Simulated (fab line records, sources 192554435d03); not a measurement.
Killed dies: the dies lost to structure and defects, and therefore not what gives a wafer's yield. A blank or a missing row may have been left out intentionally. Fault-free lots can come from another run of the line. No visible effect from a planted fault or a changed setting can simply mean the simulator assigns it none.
Chamber matching -- flow n5 finfet -- rie diel-05 running N5_BEOL_M4_ETCH_69: 4 sister chambers
The step etches SiARC in CF4, target depth 15.6 nm, time 26 s. 4 wafers are shown with their chamber, then 7 later ones without.

== WAFERS PAIRED WITH THEIR CHAMBERS ==
wafer,chamber,showerhead plenum p Torr (Torr)
L077.1,3,2.12
L088.5,2,2.15
L090.2,0,2.06
L090.4,1,2.10

== WAFERS WITHOUT THEIR CHAMBER ==
wafer,showerhead plenum p Torr (Torr)
L090.5,2.14
L092.4,2.06
L092.5,2.11
L092.6,2.06
L093.1,2.06
L093.2,2.14
L093.6,2.14

== THE CHAMBER EACH PASSED THROUGH ==
wafer,from the rows above,in truth
L090.5,can't be placed: 2 or 3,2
L092.4,0,0
L092.5,can't be placed: 1 or 3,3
L092.6,0,0
L093.1,0,0
L093.2,can't be placed: 2 or 3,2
L093.6,can't be placed: 2 or 3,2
3 of 7 placed correctly. From these rows, 4 cannot be placed; in 4 the true chamber is one of the candidates. Number placed wrongly: 0.
How it was worked out, from the rows above alone: a wafer's distance from a chamber is the root of the sum, over the readings, of the square of ((its reading less the chamber's mean) divided by the reading's scatter). The wafer belongs to the nearest chamber; if the next one is less than 2 further off, it can't be placed. For every chamber, the mean is computed from those of its wafers that are shown. The scatter: with one shown wafer a chamber, the root of the mean of the squares of how far each hidden wafer lies from its nearest shown one.
